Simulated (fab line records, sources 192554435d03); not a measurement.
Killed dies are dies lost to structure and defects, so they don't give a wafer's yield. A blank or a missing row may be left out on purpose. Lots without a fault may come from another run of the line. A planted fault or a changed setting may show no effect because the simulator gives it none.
Chamber matching | flow n5_finfet | N5_BEOL_M13_DESCUM_15 on rie_diel-03: 3 sister chambers
The step chemistry O2, time 7.9 s. 3 wafers are shown with their chamber, then 6 later ones without.

WAFERS WITH THEIR CHAMBER
wafer  | chamber | throttle_valve_pct (%)
L083.2 | 1       | 20.58
L086.3 | 3       | 20.19
L086.4 | 2       | 20.69

WAFERS WITHOUT THEIR CHAMBER
wafer  | throttle_valve_pct (%)
L092.1 | 20.20
L092.2 | 20.60
L092.5 | 20.20
L096.1 | 20.20
L096.4 | 20.70
L096.5 | 20.61

WHICH CHAMBER EACH WENT THROUGH
wafer  | from the rows above | in truth
L092.1 | 3                   | 3
L092.2 | 1                   | 1
L092.5 | 3                   | 3
L096.1 | 3                   | 3
L096.4 | 2                   | 2
L096.5 | 1                   | 1
Placed correctly: 6 of 6. Can't be placed from these rows: 0. Placed wrongly: 0.
How it was worked out, from the rows above alone: a wafer's distance from a chamber is the root of the sum, over the readings, of the square of ((its reading less the chamber's mean) divided by the reading's scatter). The wafer belongs to the nearest chamber; if the next one is less than 2 further off, it can't be placed. A chamber's mean is the mean of its shown wafers. The scatter: with one shown wafer a chamber, the root of the mean of the squares of how far each hidden wafer lies from its nearest shown one.
